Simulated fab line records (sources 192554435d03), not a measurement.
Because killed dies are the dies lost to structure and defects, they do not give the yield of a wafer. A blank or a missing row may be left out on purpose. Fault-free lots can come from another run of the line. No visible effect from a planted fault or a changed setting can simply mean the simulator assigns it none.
Matching of chambers | flow n5 finfet | N5_BEOL_M11_DEP_56 on pecvd-01: 3 sister chambers
The step deposits SiCN from 3MS/NH3, target thk 30 nm, time 10.5 s. 3 wafers are shown with their chamber, then 12 later ones without.

## EACH WAFER AND ITS CHAMBER
wafer  | chamber | throttle valve pct (%)
L092.1 | 0       | 17.4
L094.2 | 2       | 18.3
L094.4 | 1       | 20.6

## WAFERS WITH NO CHAMBER GIVEN
wafer  | throttle valve pct (%)
L093.1 | 18.1
L093.2 | 20.3
L093.3 | 17.6
L093.4 | 17.3
L093.5 | 20.2
L093.6 | 17.6
L097.2 | 18.1
L097.4 | 17.5
L097.6 | 20.5
L096.2 | 18.1
L096.3 | 17.5
L096.5 | 17.3

## CHAMBER TAKEN BY EACH
wafer  | from the rows above | in truth
L093.1 | 2                   | 2
L093.2 | 1                   | 1
L093.3 | 0                   | 0
L093.4 | 0                   | 0
L093.5 | 1                   | 1
L093.6 | 0                   | 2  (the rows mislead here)
L097.2 | 2                   | 2
L097.4 | 0                   | 0
L097.6 | 1                   | 1
L096.2 | 2                   | 2
L096.3 | 0                   | 0
L096.5 | 0                   | 0
Correctly placed: 11 of 12. Can't be placed from these rows: 0. 1 placed wrongly.
How it was worked out, from the rows above alone: a wafer's distance from a chamber is the root of the sum, over the readings, of the square of ((its reading less the chamber's mean) divided by the reading's scatter). If the next closest chamber is less than 2 further off than the closest, the wafer can't be placed; otherwise it belongs to the closest. A chamber's mean is the mean of its shown wafers. The scatter: root of mean squared gap, hidden wafer to nearest shown wafer, with one shown wafer a chamber.
